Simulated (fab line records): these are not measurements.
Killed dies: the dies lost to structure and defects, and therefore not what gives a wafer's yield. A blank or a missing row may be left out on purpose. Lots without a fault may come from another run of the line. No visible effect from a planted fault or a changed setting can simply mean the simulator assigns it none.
The tool behind it: which one? -- flow nand harc -- 69 wafers from 23 lots sampled at 6 of the route's 1302 steps

== WHAT THE GAUGES READ, wafer by wafer ==
The record lacks any reading of a measuring or inspecting step that a usual standard deviation could be used to judge.

== WHAT TOOL EACH LOT RAN ON (gives the tool, then ch and the chambers of the sampled wafers, and finally the start) ==
lot,NHARC_A_STAIRCASE_CMP_450,NHARC_A_SGD_CUT_ETCH_15,NHARC_A_SLIT_ETCH_29,NHARC_A_SLIT_STRIP_18,NHARC_A_WL_FILL_ALD_00,NHARC_A_WL_FILL_CVD_20
L074,"cmp-02 ch 2,3, day 19 05:49","rie diel-08 ch 0,3, day 20 08:53 or earlier","rie diel-13 ch 2,3, day 20 08:53","rie diel-13 ch 0,1,2, day 20 16:05 or earlier","ald hk-01 ch 0,2,3, day 20 16:05","cvd w-02 ch 0,1, no start"
L075,"cmp-02 ch 1,2,3, day 19 15:53","rie diel-08 ch 0,2,3, day 20 16:52 or earlier","rie diel-02 ch 0,2,3, day 20 16:52","rie diel-02 ch 1,2, day 21 05:39 or earlier","ald hk-01 ch 0,2, day 21 05:39","cvd w-01 ch 0, no start"
L077,"cmp-02 ch 0,2,3, day 20 06:50","rie diel-12 ch 0,2,3, day 21 03:26 or earlier","rie diel-13 ch 0,1,2, day 21 03:26","rie diel-13 ch 0,1,2, day 21 10:39 or earlier","ald hk-04 ch 1,2, day 21 10:39","cvd w-01 ch 0,1, no start"
L078,"cmp-03 ch 0,2,3, day 20 06:50","rie diel-09 ch 0,1,3, day 21 07:14 or earlier","rie diel-05 ch 0,3, day 21 07:14","rie diel-05 ch 0,2, day 21 14:34 or earlier","ald hk-03 ch 0,1,2, day 21 14:34","cvd w-02 ch 0,1, no start"
L079,"cmp-02 ch 0,1,2, day 20 07:07","rie diel-09 ch 0,2,3, day 21 04:56 or earlier","rie diel-02 ch 0,2,3, day 21 04:56","rie diel-02 ch 1,2,3, day 21 10:39 or earlier","ald hk-03 ch 0,2,3, day 21 10:39","cvd w-02 ch 0,1, no start"
L076,"cmp-01 ch 1,2,3, day 20 09:41","rie diel-09 ch 1,2,3, day 21 08:46 or earlier","rie diel-05 ch 0,2,3, day 21 08:46","rie diel-05 ch 0,2,3, day 21 16:25 or earlier","ald hk-01 ch 0,2,3, day 21 16:25","cvd w-01 ch 0,1, no start"
L080,"cmp-01 ch 1,2, day 21 03:59","rie diel-12 ch 1,2, day 22 01:26 or earlier","rie diel-02 ch 2,3, day 22 01:26","rie diel-02 ch 1,2, day 22 08:42 or earlier","ald hk-01 ch 1,2, day 22 08:42","cvd w-01 ch 1, no start"
L082,"cmp-01 ch 0,2,3, day 21 20:47","rie diel-12 ch 0,1,3, day 22 17:09 or earlier","rie diel-05 ch 0,1,3, day 22 17:09","rie diel-05 ch 0,1,2, day 23 00:18 or earlier","ald hk-01 ch 0,1,2, day 23 00:18","cvd w-01 ch 0,1, no start"
L081,"cmp-01 ch 0,2,3, day 22 07:59","rie diel-09 ch 1,2, day 23 06:26 or earlier","rie diel-05 ch 0,2, day 23 06:26","rie diel-05 ch 0,3, day 23 13:53 or earlier","ald hk-01 ch 1,2,3, day 23 13:53","cvd w-02 ch 0,1, no start"
L083,"cmp-01 ch 0,2,3, day 22 21:53","rie diel-08 ch 0,2,3, day 23 18:04 or earlier","rie diel-13 ch 0,1,3, day 23 18:04","rie diel-13 ch 0,1,2, day 24 03:44 or earlier","ald hk-01 ch 0,2,3, day 24 03:44","cvd w-02 ch 0,1, no start"
L084,"cmp-01 ch 2,3, day 23 05:44","rie diel-09 ch 0,2,3, day 24 02:25 or earlier","rie diel-13 ch 0,1,3, day 24 02:25","rie diel-13 ch 0,1,2, day 24 09:43 or earlier","ald hk-04 ch 1,2,3, day 24 09:43","cvd w-02 ch 0,1, no start"
L085,"cmp-03 ch 1,2, day 23 12:01","rie diel-09 ch 0,3, day 24 10:09 or earlier","rie diel-13 ch 0,1,2, day 24 10:09","rie diel-13 ch 2,3, day 24 19:05 or earlier","ald hk-04 ch 2,3, day 24 19:05","cvd w-02 ch 0, no start"
L086,"cmp-01 ch 0,2, day 23 12:03","rie diel-09 ch 0,2, day 24 09:58 or earlier","rie diel-02 ch 1,3, day 24 09:58","rie diel-02 ch 2,3, day 24 17:11 or earlier","ald hk-03 ch 0,3, day 24 17:11","cvd w-01 ch 0,1, no start"
L087,"cmp-03 ch 0,1,2, day 24 09:58","rie diel-08 ch 0,3, day 25 06:37 or earlier","rie diel-02 ch 1,2,3, day 25 06:37","rie diel-02 ch 1,2,3, day 25 13:55 or earlier","ald hk-01 ch 1,3, day 25 13:55","cvd w-01 ch 0,1, no start"
L089,"cmp-02 ch 0,1,2, day 25 01:03","rie diel-08 ch 0,2,3, day 26 03:31 or earlier","rie diel-05 ch 0,1,2, day 26 03:31","rie diel-05 ch 0,1,2, day 26 11:22 or earlier","ald hk-03 ch 0,2,3, day 26 11:22","cvd w-02 ch 1, no start"
L088,"cmp-03 ch 0,2,3, day 25 01:49","rie diel-12 ch 1,3, day 25 23:35 or earlier","rie diel-02 ch 1,2,3, day 25 23:35","rie diel-02 ch 0,3, day 26 07:00 or earlier","ald hk-04 ch 0,1,3, day 26 07:00","cvd w-02 ch 1, no start"
L090,"cmp-02 ch 0,1,2, day 25 21:41","rie diel-12 ch 0,1, day 26 20:19 or earlier","rie diel-13 ch 1,2, day 26 20:19","rie diel-13 ch 0,2,3, day 27 03:41 or earlier","ald hk-03 ch 2,3, day 27 03:41","cvd w-02 ch 0,1, no start"
L091,"cmp-02 ch 2,3, day 26 05:04","rie diel-12 ch 0,1,2, day 27 05:51 or earlier","rie diel-13 ch 0,1,2, day 27 05:51","rie diel-13 ch 0,2, day 27 13:28 or earlier","ald hk-03 ch 1,3, day 27 13:28","cvd w-01 ch 0,1, no start"
L092,"cmp-01 ch 0,1,3, day 26 05:28","rie diel-09 ch 0,2,3, day 27 06:29 or earlier","rie diel-05 ch 0,1,2, day 27 06:29","rie diel-05 ch 1,2, day 27 13:11 or earlier","ald hk-03 ch 0,2,3, day 27 13:11","cvd w-02 ch 0,1, no start"
L094,"cmp-01 ch 0,1, day 26 23:47","rie diel-09 ch 1,2,3, day 27 22:10 or earlier","rie diel-02 ch 1,2,3, day 27 22:10","rie diel-02 ch 0,1,3, day 28 04:11 or earlier","ald hk-04 ch 0,1,3, day 28 04:11","cvd w-02 ch 0,1, no start"
L093,"cmp-03 ch 0,1,2, day 26 23:56","rie diel-08 ch 0,1, day 27 20:52 or earlier","rie diel-13 ch 1,2,3, day 27 20:52","rie diel-13 ch 0,3, day 28 04:08 or earlier","ald hk-01 ch 0,1, day 28 04:08","cvd w-01 ch 1, no start"
L096,"cmp-03 ch 0,2,3, day 28 02:31","rie diel-12 ch 0,1,3, day 28 23:25 or earlier","rie diel-02 ch 0,2,3, day 28 23:25","rie diel-02 ch 0,2,3, day 29 06:38 or earlier","ald hk-03 ch 0,1,3, day 29 06:38","cvd w-01 ch 0,1, no start"
L097,"cmp-01 ch 1,3, day 29 07:58","rie diel-12 ch 1,2,3, day 30 07:27 or earlier","rie diel-02 ch 2,3, day 30 07:27","rie diel-02 ch 0,1,3, day 30 14:48 or earlier","ald hk-03 ch 1,3, day 30 14:48","cvd w-02 ch 0,1, no start"
- NHARC_A_STAIRCASE_CMP_450: polishes SiO2, target thk 200 nm.
- NHARC_A_SGD_CUT_ETCH_15: etches the open film in CH3F/O2, target depth 75 nm, time 64.3 s.
- NHARC_A_SLIT_ETCH_29: etches the open film in CF4/O2, target depth 100 nm, overetch 10 nm, time 55 s.
- NHARC_A_SLIT_STRIP_18: strips in O2.
- NHARC_A_WL_FILL_ALD_00: deposits Al2O3, target thk 3 nm, pulse time 3 s, ald cycles 30.
- NHARC_A_WL_FILL_CVD_20: deposits W, target thk 100 nm, time 74 s.

== WHAT THE TOOLS THEMSELVES READ (means of the sampled wafers that have a number; where no wafer has one, the mark that the record gives instead) ==
NHARC_A_STAIRCASE_CMP_450. Usual: motor current A 12.0 A, standard deviation 1.2.
lot,tool,motor current A (A),flag
L074,cmp-02,11.4,
L075,cmp-02,11.0,
L077,cmp-02,11.6,
L078,cmp-03,10.8,
L079,cmp-02,12.0,
L076,cmp-01,13.4,
L080,cmp-01,13.8,
L082,cmp-01,12.9,
L081,cmp-01,12.8,
L083,cmp-01,13.0,
L084,cmp-01,12.8,
L085,cmp-03,11.1,
L086,cmp-01,13.1,
L087,cmp-03,10.8,
L089,cmp-02,11.6,
L088,cmp-03,11.2,
L090,cmp-02,11.3,
L091,cmp-02,11.4,
L092,cmp-01,13.3,
L094,cmp-01,13.6,
L093,cmp-03,10.3,
L096,cmp-03,10.8,
L097,cmp-01,13.0,

NHARC_A_SGD_CUT_ETCH_15. Usual: drypump motor current A is 5.9 A with standard deviation 0.45, mfc ar sccm is 200.1 sccm with standard deviation 0.57, oes product au is 0.952 a.u. with standard deviation 0.019, rf fwd power W is 495.5 W with standard deviation 1.9, rf vpp V is 263.4 V with standard deviation 1.9, showerhead plenum p Torr is 2.43 Torr with standard deviation 0.12, and throttle valve pct is 20.662 % with standard deviation 0.0087.
lot,tool,drypump motor current A (A),mfc ar sccm (sccm),oes product au (a.u.),rf fwd power W (W),rf vpp V (V),showerhead plenum p Torr (Torr),throttle valve pct (%),flag
L074,rie diel-08,5.8,200.3,0.973,495.6,262.7,2.41,20.660,
L075,rie diel-08,5.9,199.9,0.925,494.1,263.3,2.45,20.658,
L077,rie diel-12,5.4,199.8,0.967,494.8,262.0,2.35,20.662,
L078,rie diel-09,5.9,199.9,0.948,494.7,263.3,2.42,20.667,
L079,rie diel-09,5.8,200.0,0.953,496.2,265.8,2.50,20.664,
L076,rie diel-09,5.9,199.8,0.960,496.8,263.7,2.51,20.659,
L080,rie diel-12,6.1,199.9,0.965,496.4,262.8,2.41,20.668,
L082,rie diel-12,5.9,200.2,0.924,496.0,262.8,2.37,20.665,
L081,rie diel-09,5.9,200.1,0.962,497.2,263.3,2.40,20.654,
L083,rie diel-08,5.9,200.3,0.959,494.3,263.6,2.45,20.666,
L084,rie diel-09,5.8,200.4,0.966,495.4,263.8,2.49,20.646,
L085,rie diel-09,5.8,200.4,0.946,495.1,262.4,2.41,20.659,
L086,rie diel-09,5.6,200.4,0.946,492.5,264.3,2.46,20.660,
L087,rie diel-08,5.9,200.0,0.972,496.2,264.6,2.52,20.660,
L089,rie diel-08,5.9,200.0,0.925,495.7,263.0,2.45,20.668,
L088,rie diel-12,5.6,200.4,0.970,498.3,263.1,2.33,20.666,
L090,rie diel-12,6.4,200.1,0.922,496.7,263.3,2.41,20.659,
L091,rie diel-12,5.9,199.7,0.956,494.7,263.1,2.39,20.666,
L092,rie diel-09,5.8,200.3,0.953,496.0,264.4,2.49,20.656,
L094,rie diel-09,5.9,200.0,0.983,495.4,263.9,2.51,20.660,
L093,rie diel-08,6.2,200.3,0.921,495.2,262.1,2.36,20.664,
L096,rie diel-12,5.9,199.4,0.959,496.4,263.3,2.36,20.670,
L097,rie diel-12,5.6,199.9,0.925,495.3,262.6,2.35,20.659,

NHARC_A_SLIT_ETCH_29. Usual: drypump motor current A is 5.6 A with standard deviation 0.35, mfc ar sccm is 0.005 sccm with standard deviation 0.0074, oes product au is 1.001 a.u. with standard deviation 0.0086, rf fwd power W is 297.1 W with standard deviation 1.3, rf vpp V is 197.5 V with standard deviation 1.5, showerhead plenum p Torr is 1.32 Torr with standard deviation 0.059, and throttle valve pct is 13.397 % with standard deviation 0.0079.
lot,tool,drypump motor current A (A),mfc ar sccm (sccm),oes product au (a.u.),rf fwd power W (W),rf vpp V (V),showerhead plenum p Torr (Torr),throttle valve pct (%),flag
L074,rie diel-13,5.7,0.017,1.003,298.3,198.2,1.34,13.396,
L075,rie diel-02,5.7,0.001,0.998,297.6,198.2,1.35,13.390,
L077,rie diel-13,5.5,0.005,1.002,296.1,196.7,1.29,13.392,
L078,rie diel-05,5.3,0.003,1.005,298.4,198.3,1.36,13.401,
L079,rie diel-02,5.7,0.001,1.000,297.8,197.8,1.35,13.391,
L076,rie diel-05,5.5,0.003,1.006,298.3,196.7,1.30,13.389,
L080,rie diel-02,5.9,0.001,0.999,297.5,198.5,1.36,13.395,
L082,rie diel-05,5.4,0.009,1.003,296.4,199.4,1.34,13.397,
L081,rie diel-05,5.8,0.000,1.003,296.8,197.3,1.31,13.392,
L083,rie diel-13,5.4,0.013,1.000,296.4,197.0,1.29,13.393,
L084,rie diel-13,5.4,0.013,0.992,296.0,196.5,1.29,13.396,
L085,rie diel-13,5.5,0.005,0.992,296.8,196.4,1.29,13.398,
L086,rie diel-02,5.6,0.000,1.002,298.0,198.0,1.36,13.399,
L087,rie diel-02,5.6,0.001,0.997,297.0,197.4,1.34,13.392,
L089,rie diel-05,5.8,0.005,1.009,297.4,198.1,1.35,13.406,
L088,rie diel-02,5.6,0.001,1.001,297.8,197.7,1.34,13.405,
L090,rie diel-13,5.7,0.001,0.992,296.1,197.4,1.32,13.400,
L091,rie diel-13,5.5,0.005,0.992,297.0,196.8,1.29,13.397,
L092,rie diel-05,5.8,0.005,1.012,297.3,197.8,1.35,13.389,
L094,rie diel-02,5.6,0.001,1.004,296.8,197.7,1.34,13.394,
L093,rie diel-13,5.6,0.009,0.993,295.8,196.7,1.31,13.407,
L096,rie diel-02,5.7,0.001,1.011,296.8,197.9,1.35,13.399,
L097,rie diel-02,5.9,0.001,1.010,297.4,197.3,1.36,13.402,

NHARC_A_SLIT_STRIP_18. Usual: drypump motor current A 5.6 A, standard deviation 0.34; mfc ar sccm 0.005 sccm, standard deviation 0.0075; oes product au 1.002 a.u., standard deviation 0.0079; rf vpp V 57.7 V, standard deviation 0.9; showerhead plenum p Torr 3.50 Torr, standard deviation 0.14; throttle valve pct 17.036 %, standard deviation 0.0087.
lot,tool,drypump motor current A (A),mfc ar sccm (sccm),oes product au (a.u.),rf vpp V (V),showerhead plenum p Torr (Torr),throttle valve pct (%),flag
L074,rie diel-13,5.5,0.005,0.996,56.8,3.42,17.044,
L075,rie diel-02,5.3,0.001,1.005,57.9,3.45,17.049,
L077,rie diel-13,5.4,0.005,1.005,57.4,3.42,17.034,
L078,rie diel-05,5.9,0.000,1.000,56.8,3.46,17.023,
L079,rie diel-02,5.6,0.001,0.997,57.8,3.55,17.045,
L076,rie diel-05,5.5,0.003,1.013,57.5,3.46,17.036,
L080,rie diel-02,5.3,0.001,1.006,57.8,3.50,17.038,
L082,rie diel-05,5.8,0.005,1.011,57.9,3.56,17.035,
L081,rie diel-05,5.4,0.003,1.000,57.8,3.60,17.034,
L083,rie diel-13,5.5,0.005,0.993,57.4,3.42,17.041,
L084,rie diel-13,5.5,0.005,0.990,56.9,3.42,17.046,
L085,rie diel-13,5.8,0.009,0.997,57.9,3.54,17.030,
L086,rie diel-02,5.9,0.001,0.999,58.2,3.59,17.039,
L087,rie diel-02,5.6,0.001,1.000,58.1,3.54,17.032,
L089,rie diel-05,5.8,0.005,1.015,58.1,3.56,17.032,
L088,rie diel-02,6.0,0.000,0.997,58.3,3.66,17.037,
L090,rie diel-13,5.6,0.013,0.998,57.2,3.48,17.040,
L091,rie diel-13,5.4,0.008,0.996,57.7,3.43,17.037,
L092,rie diel-05,5.9,0.011,1.010,59.1,3.51,17.028,
L094,rie diel-02,5.7,0.000,0.998,57.0,3.61,17.038,
L093,rie diel-13,5.6,0.021,1.002,57.1,3.46,17.030,
L096,rie diel-02,5.7,0.001,1.005,57.8,3.55,17.033,
L097,rie diel-02,5.7,0.000,1.003,58.0,3.61,17.028,

NHARC_A_WL_FILL_ALD_00. Usual: heater power w 469 W, standard deviation 47; precursor pulse height rel 1.000, standard deviation 0.019.
lot,tool,heater power w (W),precursor pulse height rel,flag
L074,ald hk-01,448,0.988,
L075,ald hk-01,447,1.002,
L077,ald hk-04,434,0.990,
L078,ald hk-03,489,0.994,
L079,ald hk-03,467,1.015,
L076,ald hk-01,441,0.979,
L080,ald hk-01,524,1.002,
L082,ald hk-01,482,0.997,
L081,ald hk-01,472,0.992,
L083,ald hk-01,446,1.008,
L084,ald hk-04,452,1.001,
L085,ald hk-04,458,1.002,
L086,ald hk-03,433,0.995,
L087,ald hk-01,481,1.003,
L089,ald hk-03,448,0.997,
L088,ald hk-04,480,0.993,
L090,ald hk-03,442,1.007,
L091,ald hk-03,467,0.993,
L092,ald hk-03,454,1.011,
L094,ald hk-04,462,1.006,
L093,ald hk-01,497,0.995,
L096,ald hk-03,470,0.996,
L097,ald hk-03,467,0.999,

NHARC_A_WL_FILL_CVD_20. Usual: heater power w 864 W, standard deviation 34; mfc ar sccm 1559 sccm, standard deviation 4.6; throttle valve pct 7.94 %, standard deviation 0.18.
lot,tool,heater power w (W),mfc ar sccm (sccm),throttle valve pct (%),flag
L074,cvd w-02,843,1552,7.96,
L075,cvd w-01,877,1559,7.95,
L077,cvd w-01,897,1558,8.01,
L078,cvd w-02,848,1560,7.82,
L079,cvd w-02,840,1560,7.81,
L076,cvd w-01,906,1557,7.93,
L080,cvd w-01,918,1563,8.01,
L082,cvd w-01,886,1558,8.03,
L081,cvd w-02,854,1564,7.85,
L083,cvd w-02,848,1562,7.88,
L084,cvd w-02,844,1559,8.03,
L085,cvd w-02,867,1558,7.93,
L086,cvd w-01,876,1557,7.70,
L087,cvd w-01,876,1556,7.99,
L089,cvd w-02,831,1559,8.19,
L088,cvd w-02,834,1557,8.03,
L090,cvd w-02,825,1559,7.81,
L091,cvd w-01,886,1559,8.12,
L092,cvd w-02,823,1557,7.78,
L094,cvd w-02,840,1558,7.76,
L093,cvd w-01,904,1561,8.08,
L096,cvd w-01,899,1562,7.99,
L097,cvd w-02,826,1560,7.71,

== THE ANSWER, worked out from the rows above alone ==
Rule: take the mean of a lot's wafers that have a number; if it is more than 3 standard deviations from the usual mean, the lot is off. Also off: a lot with no number at a reading for which 4 or more lots have one. The other lots that the step has rows for count as sound. The gauges are gone through in route order, then the tools' own readings, and for those a lot's mean is taken as printed above. At the first step where some lot is off, the reading lying furthest off is the one used; lots without a number count as furthest.
Across all readings shown, no lot is off: no conclusion can be drawn from this.

== WHAT WAS PUT IN BY THE SIMULATOR ==
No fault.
